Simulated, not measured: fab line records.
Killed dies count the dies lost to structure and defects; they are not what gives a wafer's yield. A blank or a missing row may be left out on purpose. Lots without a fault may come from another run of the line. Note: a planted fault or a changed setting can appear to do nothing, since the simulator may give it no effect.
Problem report in the 8D (eight disciplines) form, filled by code | flow n5-finfet | the parts of the form that need people (team, actions taken, sign-off) are left out

## 1. THE PROBLEM
N5_BEOL_M7_CMP_52, barrier-field-endpoint-s: mean 39.9 s on 2 wafers (1 lot); fault-free wafers 29.0 s, standard deviation 0.55. That is +20 standard deviations from the usual mean.
The step: polishes, stops on SiCOH lowk, t overpolish 6.9 s, target thk 80 nm.
First seen on wafer L177.4, day 15 08:38, on cmp-01. The record has a number at this step for 33 wafers belonging to 11 lots. The rule behind "out" and "out of limits": a value lying over 4 standard deviations away from the usual mean. Any other wafer with a number is counted as sound.

## 2. WHAT IT IS; WHAT IT IS NOT
question                    | is                       | is not
which readings at this step | barrier-field-endpoint-s | clearing-platen-rpm, motor-current-A
which lots                  | L177                     | L163, L164, L165, L167, L168, L169, L170, L178, L180, L184
which wafers of those lots  | L177.2, L177.4           | L177.5
read on which tools         | cmp-01                   | cmp-02, cmp-03
when                        | from day 15 08:38        | up to then (22 sound wafers); but 9 sound wafers of L178, L180, L184 came after

## 3. THE SUSPECTS, EACH WITH WHAT RULES IT OUT
Counting: a tool at a process step up to the reading stays a suspect if it ran every lot that is out. Sound lots after the first of them don't rule it out here, since some wafers of a struck lot are sound.
- pecvd-02 at N5_BEOL_M7_PECVD_70 (deposits SiO2 from TEOS/O2, target thk 20 nm, time 22.7 s): kept. L177, the lot that is out, went through it at day 14 22:26; up to then, the latest sound lot through it was L168 at day 12 17:05.
- rtp-anneal-02 at N5_BEOL_M7_ANNEAL_51 (time 90 s): kept. L177, the lot that is out, went through it at day 15 08:23; up to then, the latest sound lot through it was L168 at day 12 23:21.
- cmp-01 at N5_BEOL_M7_CMP_52 (polishes, stops on SiCOH lowk, t overpolish 6.9 s, target thk 80 nm): kept. L177, the lot that is out, went through it at day 15 08:38; up to then, the latest sound lot through it was L168 at day 12 23:49. Its own readings are out on those wafers: barrier-field-endpoint-s.
- Within pecvd-02 at N5_BEOL_M7_PECVD_70, the wafers that are out were processed in chamber 0 and their sound lot-mates in chamber 2.
pecvd-02 at N5_BEOL_M7_PECVD_70, rtp-anneal-02 at N5_BEOL_M7_ANNEAL_51 and cmp-01 at N5_BEOL_M7_CMP_52 are what is left after counting.

## 4. THE CAUSE (what the simulator had put in)
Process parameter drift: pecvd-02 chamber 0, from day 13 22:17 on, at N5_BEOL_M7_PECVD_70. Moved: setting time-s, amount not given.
Of the 3 suspects that counting leaves, this tool is one.

## 5. THE CHAIN OF EFFECTS, in route order
Rows list readings where the struck wafers' mean (over those with a number) sits beyond 3 standard deviations from the usual. Only readings for which the record gives a usual standard deviation are gone through. hours: the time from each lot's start at the first step in this table that gives one to its start at this step, as a median over the lots. sigmas: the change in usual standard deviations.
hours | step              | reading                  | usual  | on struck wafers | change | sigmas
0     | N5_BEOL_M7_CMP_52 | barrier-field-endpoint-s | 29.0 s | 39.9             | +10.9  | +20
The process steps in it:
- N5_BEOL_M7_CMP_52: polishes, stops on SiCOH lowk, t overpolish 6.9 s, target thk 80 nm.
Later steps that measure or inspect, where all struck wafers having a row at the step show a number for every such reading and not one has moved that far: N5_BEOL_M7_RS_MEAS_57, N5_BEOL_M7_INSPECT_58.

## 6. HOW IT WOULD HAVE BEEN CAUGHT EARLIER
In this record the first reading out of limits was taken at day 15 08:38, 34 hours after the fault began at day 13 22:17.
An alarm limit of 4 standard deviations would not have fired on the tool readings at N5_BEOL_M7_PECVD_70 for which the record gives a usual standard deviation, since none of them was out on any struck wafer.
Each of the lots that are out, 1 in all, had begun N5_BEOL_M7_PECVD_70 on pecvd-02 no later than day 15 08:38. Holding the tool at that point would not have protected any of them.
